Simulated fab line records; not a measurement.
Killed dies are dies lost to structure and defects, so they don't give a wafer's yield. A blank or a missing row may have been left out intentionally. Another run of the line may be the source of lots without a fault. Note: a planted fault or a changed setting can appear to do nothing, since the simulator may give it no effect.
A struck lot beside a sound one	flow n5_finfet	19 steps out of a route of 1938
Sound: the wafers L544.1, L544.2, L544.4. Wafers struck: L552.2, L552.3, L552.5. The cause is named last.
For every step that has rows: the tool of each side, followed by ch and its chambers, followed by its first start. Under that, the readings that differ: sound wafers	struck wafers	difference of the means	sigmas: that difference in standard deviations of wafers without a fault.
alike: readings with means less than 2 such deviations apart, plus words and numbers identical on both sides. not compared: withheld readings, readings lacking a value on some wafer, bounds such as >300 that could conceal the same value, and numbers that have no deviation in the record and whose values overlap.
Wherever a step has rows on one side only, a row that says differs or no value, or a row with sigmas, the two part there. Numbers that don't overlap but have no deviation are shown without sigmas and don't part them. A reading missing from all wafers of one side parts the sides only when that side holds two or more wafers.

N5_GATE_CUT_CMP_23: polishes, stops on SiO2, t overpolish 23.4 s, target thk 16 nm.
  sound on cmp-01 ch 1,2,3, day 6 10:13; struck on cmp-03 ch 1,2,3, day 8 07:34
  alike: motor_current_A, overpolish_run_s, time_to_endpoint_s
N5_GATE_CUT_THK_MEAS_24:
  sound on film_metro-02 at day 6 10:30; struck on film_metro-01 at day 8 07:51
  alike: GC_FILL_THK
N5_GATE_CUT_CMP_43: polishes SiO2.
  sound on cmp-03 ch 0,1,3, day 6 10:32; struck on cmp-04 ch 0,2, day 8 07:53
  alike: motor_current_A
N5_GATE_CUT_CMP_61: polishes, stops on SiNx, t overpolish 3 s.
  sound on cmp-03 ch 0,1,3, day 6 11:01; struck on cmp-04 ch 0,2, day 8 08:22
  alike: motor_current_A
N5_GATE_CUT_INSPECT_26: inspects for defects (darkfield).
  sound on defect_inspect-02 at day 6 11:14; struck on defect_inspect-02 at day 8 08:36
  alike: raw_defect_count
then, 6 steps without rows for these wafers: N5_MOL_CONTACT_COAG_COAT_103 (time 60 s, resist thk 80 nm); N5_MOL_CONTACT_COAG_COAT_104 (time 60 s, resist thk 12 nm); N5_MOL_CONTACT_COAG_COAT_58 (time 60 s, resist thk 10 nm); N5_MOL_CONTACT_COAG_COAT_02 (resist thk 30 nm); N5_MOL_CONTACT_COAG_EBR_04; N5_MOL_CONTACT_COAG_SOFTBAKE_03 (time 60 s).
N5_MOL_CONTACT_COAG_EXPOSE_05: exposes mask CA, defocus 0 nm.
  sound on euv_scanner-01 ch 0, day 6 11:32; struck on euv_scanner-02 ch 0, day 8 08:54
reading	sound	struck	difference	sigmas
model.MOL_CONTACT_COAG.overlay_x_nm (nm)	-0.2 -0.2 -0.2	2.6 2.6 2.6	+2.8	
  alike: mask
then, 2 steps without rows for these wafers: N5_MOL_CONTACT_COAG_PEB_06 (peb time 60 s); N5_MOL_CONTACT_COAG_DEVELOP_07 (develop time 30 s).
N5_MOL_CONTACT_COAG_CD_MEAS_08: target cd 28 nm.
  sound on cd_sem-01 ch 0, day 6 11:40; struck on cd_sem-01 ch 0, day 8 09:01
  alike: cd_nm
N5_MOL_CONTACT_COAG_OVL_MEAS_09:
  sound on overlay-01 ch 0, day 6 11:42; struck on overlay-01 ch 0, day 8 09:03
reading	sound	struck	difference	sigmas
CA_OVL (nm)	-0.1 -0.3 0.1	3.6 1.6 2.2	+2.6	+4
N5_MOL_CONTACT_COAG_INSPECT_10: inspects for defects (brightfield).
  sound on defect_inspect-01 at day 6 11:46; struck on defect_inspect-02 at day 8 09:07
  alike: raw_defect_count
-- a jump in the record: the struck wafers' starts before and after are 3 days apart (it breaks off in module MOL_CONTACT_COAG and resumes in module BEOL_M4, where the first step shown is number 1111 of the route) --
N5_BEOL_M4_RC_MEAS_101:
  sound on prober-01 ch 0, day 9 22:14; struck on prober-02 ch 0, day 11 20:56
reading	sound	struck	difference	sigmas
IOFF_P (nA/um)	0.184 0.196 0.205	0.255 0.272 0.238	+0.060	+2
  alike: DIBL_N, DIBL_P, IOFF_N, ION_N, ION_P, SS_N, SS_P, VT_N, VT_P
-- record jumps: 4 days separate the struck wafers' starts on either side; left off in module BEOL_M4, taken up again in module PASSIVATION, whose first shown step is the route's number 1936 --
N5_PASSIVATION_PROBE_49:
  the record has rows for the struck wafers here (prober-01, day 16 08:40) and none for the sound ones

WHERE THEY PART
At N5_MOL_CONTACT_COAG_OVL_MEAS_09 first; at N5_PASSIVATION_PROBE_49 last (within this record only).

WHY: what had been put in by the simulator
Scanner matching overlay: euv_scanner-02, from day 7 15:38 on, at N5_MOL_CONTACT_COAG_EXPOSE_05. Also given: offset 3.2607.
